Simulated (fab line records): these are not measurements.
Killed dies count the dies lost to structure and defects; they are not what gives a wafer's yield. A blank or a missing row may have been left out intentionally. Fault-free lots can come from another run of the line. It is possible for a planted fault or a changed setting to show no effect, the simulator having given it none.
Chamber matching ; flow nand-harc ; NHARC_P_M2_ETCH_35 on rie-diel-06: 4 sister chambers
The step etches the open film in N2/H2, target depth 40 nm, overetch 12 nm, time 43.94 s. 16 wafers are shown with their chamber, then 8 later ones without.

WAFERS WITH THEIR CHAMBER
wafer;chamber;drypump-motor-current-A (A);rf-vpp-V (V);oes-product-au (a.u.)
L077.1;3;6.4;428.7;1.005
L077.2;0;4.9;428.3;1.030
L077.3;2;5.8;433.9;1.011
L077.4;1;6.0;432.3;0.995
L077.5;0;4.9;426.3;1.024
L077.6;3;6.4;428.7;0.993
L076.1;1;6.0;433.3;0.985
L076.2;0;4.9;429.4;1.021
L076.4;2;5.7;434.5;1.010
L084.1;2;5.7;433.5;1.004
L084.4;0;4.9;426.4;1.017
L084.6;0;4.9;428.9;1.016
L084.2;3;6.4;428.5;1.001
L084.3;1;6.0;431.8;0.983
L084.5;1;6.0;431.7;0.982
L088.1;1;6.0;432.6;0.984

SIGNATURES, as means of the wafers listed above
reading;chamber 0;chamber 1;chamber 2;chamber 3;scatter within a chamber
drypump-motor-current-A;4.900;6.000;5.733;6.400;0.0236
rf-vpp-V;427.860;432.340;433.967;428.633;0.933
oes-product-au;1.02160;0.98580;1.00833;0.99967;0.00535
Rule: for each reading, subtract the chamber's mean from the wafer's reading, divide by that reading's scatter and square the result; add these up over the readings and take the root, which gives the wafer's distance from the chamber. If the next closest chamber is less than 2 further off than the closest, the wafer can't be placed; otherwise it belongs to the closest. How the scatter is found: for the shown wafers, subtract from each reading the mean of its chamber, square and add these, divide the total by (wafers less chambers), then take the root.

WAFERS WHOSE CHAMBER IS MISSING
wafer;drypump-motor-current-A (A);rf-vpp-V (V);oes-product-au (a.u.)
L088.5;5.7;433.2;1.004
L088.6;6.3;428.3;1.004
L091.1;4.9;430.6;1.016
L091.2;6.4;428.4;1.013
L091.5;6.3;428.5;1.014
L093.1;4.9;428.9;1.015
L093.3;6.3;429.0;1.011
L093.5;6.0;431.5;0.990

EACH ONE'S CHAMBER
wafer;from the rows above;in truth
L088.5;2;2
L088.6;3;3
L091.1;0;0
L091.2;3;3
L091.5;3;3
L093.1;0;0
L093.3;3;3
L093.5;1;1
Placed correctly: 8 of 8. From these rows, 0 cannot be placed. 0 placed wrongly.
